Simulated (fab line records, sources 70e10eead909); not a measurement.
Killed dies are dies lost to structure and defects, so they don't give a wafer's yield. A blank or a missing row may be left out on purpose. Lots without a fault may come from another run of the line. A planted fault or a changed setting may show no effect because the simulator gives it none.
A struck lot beside a sound one | flow nand_harc | 36 steps out of a route of 1302
Sound: wafers L427.1, L427.5, L427.6. Struck: wafers L436.3, L436.4. (L436.2 of the same lot was not struck and is left out.) The cause comes at the end.
At each step with rows: each side's tool, then ch and its chambers, then its first start. Under that, the readings that differ: sound wafers | struck wafers | difference of the means | sigmas: that difference in standard deviations of wafers without a fault.
alike: readings whose means differ by less than 2 such deviations, and words and numbers that are the same on both sides. not compared: withheld readings, readings that some wafer has no value for, bounds like >300 that may hide the same value, and numbers for which the record gives no deviation and whose values overlap.
The two part at a step that has a row with sigmas, a row that says differs or no value, or rows on one side only. Numbers that don't overlap but have no deviation are shown without sigmas and don't part them. A reading that every wafer of one side lacks parts them only if that side has two wafers or more.

first, 2 steps without rows for these wafers: NHARC_A_STAIRCASE_PRECLEAN_318 (cleans in SC1); NHARC_A_STAIRCASE_SRD_329.
NHARC_A_STAIRCASE_ALD_415: deposits SiO2, target thk 30 nm, pulse time 6 s, ald cycles 300.
  sound on ald_hk-02 ch 0,1,3, day 19 02:45; struck on ald_hk-01 ch 1,2, day 22 02:03
  alike: heater_power_w, precursor_pulse_height_rel
  not compared: since_wet_clean_h
then, 1 step without rows for these wafers: NHARC_A_STAIRCASE_ETCHBACK_416 (etches the open film in C4F8/O2/Ar, target depth 36 nm, time 7.2 s).
NHARC_A_STAIRCASE_STRIP_476: strips in O2, time 20 s.
  sound on rie_diel-07 ch 1,2,3, day 19 04:28; struck on rie_diel-12 ch 0,1, day 22 04:15
  alike: chamber_pressure_mTorr, drypump_motor_current_A, oes_product_au, rf_vpp_V, showerhead_plenum_p_Torr, throttle_valve_pct
  not compared: rf_hours_counter_h
then, 6 steps without rows for these wafers: NHARC_A_STAIRCASE_DEP_417 (deposits Si3N4, target thk 60 nm); NHARC_A_STAIRCASE_WET_418 (chemistry H3PO4, target depth 20 nm); NHARC_A_STAIRCASE_PRECLEAN_419 (cleans in SC1); NHARC_A_STAIRCASE_SRD_421; NHARC_A_STAIRCASE_ALD_420 (deposits SiO2, target thk 20 nm, pulse time 6 s, ald cycles 200); NHARC_A_STAIRCASE_CVD_552 (deposits SiNx, target thk 40 nm).
NHARC_A_STAIRCASE_DEP_151: deposits SiO2, target thk 7200 nm.
  sound on pecvd-04 ch 0,1,2, day 19 15:22; struck on pecvd-04 ch 0, day 22 15:08
  alike: heater_power_w
  not compared: since_wet_clean_h
then, 3 steps without rows for these wafers: NHARC_A_STAIRCASE_ANNEAL_320 (time 1800 s); NHARC_A_STAIRCASE_DEP_322 (deposits SiO2, target thk 7200 nm); NHARC_A_STAIRCASE_ANNEAL_323 (time 1800 s).
NHARC_A_STAIRCASE_DEP_325: deposits SiO2, target thk 7200 nm.
  sound on pecvd-01 ch 0,1, day 20 09:05; struck on pecvd-04 ch 1,2, day 23 06:55
  alike: heater_power_w
  not compared: since_wet_clean_h
then, 11 steps without rows for these wafers: NHARC_A_STAIRCASE_ANNEAL_326 (time 1800 s); NHARC_A_STAIRCASE_DEHYDRATE_433 (time 120 s); NHARC_A_STAIRCASE_HMDS_434 (time 30 s); NHARC_A_STAIRCASE_COAT_435; NHARC_A_STAIRCASE_SOFTBAKE_436 (time 170 s); NHARC_A_STAIRCASE_EBR_437; NHARC_A_STAIRCASE_EXPOSE_438 (exposes mask STAIR REV); NHARC_A_STAIRCASE_PEB_439 (peb time 130 s); NHARC_A_STAIRCASE_DEVELOP_440 (time 140 s); NHARC_A_STAIRCASE_HARDBAKE_442 (time 140 s); NHARC_A_STAIRCASE_DESCUM_443 (chemistry O2, time 3 s).
NHARC_A_STAIRCASE_ETCH_444: etches the open film in C4F8/O2, target depth 20400 nm, time 6800 s.
  sound on rie_diel-08 ch 0,3, day 20 17:32; struck on rie_diel-12 ch 0,2, day 23 18:44
  alike: chamber_pressure_mTorr, oes_product_au, rf_vpp_V
  not compared: rf_hours_counter_h
NHARC_A_STAIRCASE_STRIP_446: strips in O2.
  sound on plasma_asher-01 ch 0,1, day 20 21:58; struck on plasma_asher-01 ch 0,1, day 23 23:25
  alike: drypump_motor_current_A, heater_power_w
  not compared: rf_hours_counter_h
then, 6 steps without rows for these wafers: NHARC_A_STAIRCASE_STRIP_447 (strips in SPM, time 900 s); NHARC_A_STAIRCASE_PRECLEAN_448 (cleans in SC1); NHARC_A_STAIRCASE_SRD_449; NHARC_A_STAIRCASE_CMP_450 (polishes SiO2, target thk 200 nm); NHARC_A_STAIRCASE_CMP_152 (polishes); NHARC_A_STAIRCASE_SRD_154.
-- the record jumps here: 6 days lie between the struck wafers' starts before and after (it left off in module A_STAIRCASE and takes up again in module END, whose first step shown is number 1302 of the route) --
NHARC_END_SORT_01:
  the record has rows for the struck wafers here (prober-02 ch 0, day 29 13:41) and none for the sound ones

WHERE THEY PART
Only at NHARC_END_SORT_01, within this record.

WHY: what the simulator had put in
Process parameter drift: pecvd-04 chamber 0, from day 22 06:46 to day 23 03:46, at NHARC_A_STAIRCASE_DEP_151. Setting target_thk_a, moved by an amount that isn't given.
